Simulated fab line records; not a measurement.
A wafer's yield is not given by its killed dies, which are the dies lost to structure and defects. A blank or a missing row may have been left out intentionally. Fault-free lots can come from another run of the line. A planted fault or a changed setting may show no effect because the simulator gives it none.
A single fault, viewed from 3 desks | flow n5-finfet | each desk has only its own numbers; what lay behind them comes last

THE DEFECT DESK
What the inspections along the route counted, lot by lot: means of the sampled wafers that have a number. Any lot whose mean is over 4 standard deviations away from the usual mean is out of limits and marked OUT; that distance is given in the brackets.
Columns: A = raw-defect-count at N5_BEOL_M7_INSPECT_30, usual 441
lot  | first seen here | A
L466 | day 10 00:43    | 430
L467 | day 10 11:16    | 307
L469 | day 11 01:23    | 493
L472 | day 11 12:38    | 510
L471 | day 11 23:43    | 335
L473 | day 12 11:46    | 422
L475 | day 12 23:46    | 389
L477 | day 13 10:50    | 527
L481 | day 13 21:34    | 337
L484 | day 14 20:25    | 436
L485 | day 15 23:23    | 420
This desk found nothing out of limits on any of the 11 lots.

AT THE METROLOGY DESK
What the gauges read, lot by lot, whatever tool the lot ran on: means of the sampled wafers that have a number. Any lot whose mean is over 4 standard deviations away from the usual mean is out of limits and marked OUT; that distance is given in the brackets.
Columns: A = trench-depth-nm at N5_BEOL_M7_OCD_MEAS_38, usual 93.6 nm; B = cd-nm at N5_BEOL_M7_CD_MEAS_35, usual 40.0 nm
lot  | first seen here | A    | B
L466 | day 10 01:10    | 93.0 | 39.8
L467 | day 10 11:44    | 95.0 | 40.3
L469 | day 11 01:50    | 92.6 | 40.0
L472 | day 11 13:10    | 93.4 | 39.9
L471 | day 12 00:13    | 93.8 | 40.0
L473 | day 12 12:14    | 93.6 | 40.3
L475 | day 13 00:13    | 93.7 | 40.0
L477 | day 13 11:18    | 94.2 | 39.9
L481 | day 13 22:02    | 92.5 | 40.2
L484 | day 14 21:22    | 93.0 | 39.6
L485 | day 15 23:59    | 94.7 | 40.5
This desk found nothing out of limits on any of the 11 lots.

AT THE TOOL OWNER'S DESK: rie-diel-05
The tool's own readings at N5_BEOL_M7_ETCH_41 (etches SiCN in CH3F/O2, target depth 31.9 nm, time 57.8 s): means of the sampled wafers that have a number, for each lot that ran on this tool. Any lot whose mean is over 4 standard deviations away from the usual mean is out of limits and marked OUT; that distance is given in the brackets.
Columns: A = bias-w at N5_BEOL_M7_ETCH_41, usual 75.02 W; B = drypump-motor-current-A at N5_BEOL_M7_ETCH_41, usual 5.5 A; C = oes-product-au at N5_BEOL_M7_ETCH_41, usual 0.80 a.u.; D = rf-vpp-V at N5_BEOL_M7_ETCH_41, usual 297.5 V; E = showerhead-plenum-p-Torr at N5_BEOL_M7_ETCH_41, usual 2.01 Torr; F = throttle-valve-pct at N5_BEOL_M7_ETCH_41, usual 16.33 %
lot  | first seen here | A               | B   | C    | D                | E    | F
L472 | day 11 13:03    | 75.13           | 5.4 | 0.74 | 297.5            | 2.00 | 16.50
L471 | day 12 00:06    | 74.90           | 5.2 | 0.77 | 297.3            | 1.97 | 16.48
L475 | day 13 00:07    | 79.12 (+17) OUT | 5.4 | 0.80 | 307.3 (+7.0) OUT | 1.99 | 16.31
L481 | day 13 21:54    | 78.99 (+17) OUT | 5.4 | 0.74 | 307.0 (+6.8) OUT | 1.99 | 16.51
This desk's verdict: out of limits on L475, L481, starting with L475 at day 13 00:07 (bias-w at N5_BEOL_M7_ETCH_41). In limits: L472, L471.

BROUGHT TOGETHER
On L475, L481, at day 13 00:07, an alarm was possible from the tool owner's desk.
No out-of-limits result turned up at the defect desk.
Metrology desk: nothing out of limits seen.
The defect desk has L475, L481 on record, within its limits.
The metrology desk has L475, L481 on record, within its limits.
Of the lots named, all ran N5_BEOL_M7_ETCH_41 on rie-diel-05.

WHAT THE SIMULATOR PUT IN
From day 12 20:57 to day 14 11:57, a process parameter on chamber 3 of rie-diel-05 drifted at N5_BEOL_M7_ETCH_41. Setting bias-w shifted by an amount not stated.
Shown lots that were struck: L475, L481.
Delay in hours, fault start to first out-of-limits reading, by desk: the tool owner's desk at 3.
